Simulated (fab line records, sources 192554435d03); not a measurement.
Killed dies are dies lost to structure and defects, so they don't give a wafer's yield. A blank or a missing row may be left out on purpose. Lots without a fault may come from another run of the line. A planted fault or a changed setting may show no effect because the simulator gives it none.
Chamber matching | flow n5_finfet | N5_BEOL_M9_PECVD_70 on pecvd-03: 3 sister chambers
The step deposits SiO2 from TEOS/O2, target thk 20 nm, time 22.7 s. 16 wafers are shown with their chamber, then 8 later ones without.

WAFERS WITH THEIR CHAMBER
wafer  | chamber | throttle_valve_pct (%) | showerhead_plenum_p_Torr (Torr) | heater_power_w (W)
L074.4 | 1       | 25.3                   | 8.79                            | 863
L074.5 | 0       | 22.3                   | 8.79                            | 572
L074.6 | 2       | 21.2                   | 8.72                            | 750
L079.1 | 2       | 21.2                   | 8.72                            | 658
L079.4 | 1       | 25.0                   | 8.82                            | 719
L079.5 | 0       | 22.5                   | 8.80                            | 594
L080.2 | 2       | 21.2                   | 8.73                            | 624
L080.3 | 1       | 24.9                   | 8.84                            | 876
L080.5 | 2       | 21.3                   | 8.73                            | 616
L091.3 | 1       | 25.3                   | 8.84                            | 762
L091.4 | 0       | 22.7                   | 8.77                            | 555
L091.5 | 1       | 24.9                   | 8.81                            | 804
L093.1 | 0       | 22.6                   | 8.78                            | 597
L093.4 | 0       | 22.6                   | 8.80                            | 615
L093.5 | 2       | 21.5                   | 8.72                            | 691
L094.1 | 1       | 24.8                   | 8.82                            | 805

SIGNATURES (means of the wafers above)
reading                  | chamber 0 | chamber 1 | chamber 2 | scatter within a chamber
throttle_valve_pct       | 22.540    | 25.033    | 21.280    | 0.174
showerhead_plenum_p_Torr | 8.7880    | 8.8200    | 8.7240    | 0.0141
heater_power_w           | 586.60    | 804.83    | 667.80    | 49.5
Rule: a wafer's distance from a chamber is the root of the sum, over the readings, of the square of ((its reading less the chamber's mean) divided by the reading's scatter). The wafer belongs to the nearest chamber; if the next one is less than 2 further off, it can't be placed. The scatter: the root of (the sum of the squares of (reading less its chamber's mean) over the shown wafers, divided by (wafers less chambers)).

WAFERS WITHOUT THEIR CHAMBER
wafer  | throttle_valve_pct (%) | showerhead_plenum_p_Torr (Torr) | heater_power_w (W)
L094.2 | 22.7                   | 8.80                            | 618
L094.4 | 22.7                   | 8.79                            | 646
L095.2 | 21.3                   | 8.71                            | 758
L095.3 | 22.6                   | 8.78                            | 583
L095.6 | 25.1                   | 8.83                            | 788
L096.3 | 21.4                   | 8.73                            | 749
L096.4 | 22.6                   | 8.78                            | 620
L096.5 | 24.9                   | 8.81                            | 810

WHICH CHAMBER EACH WENT THROUGH
wafer  | from the rows above | in truth
L094.2 | 0                   | 0
L094.4 | 0                   | 0
L095.2 | 2                   | 2
L095.3 | 0                   | 0
L095.6 | 1                   | 1
L096.3 | 2                   | 2
L096.4 | 0                   | 0
L096.5 | 1                   | 1
Placed correctly: 8 of 8. Can't be placed from these rows: 0. Placed wrongly: 0.
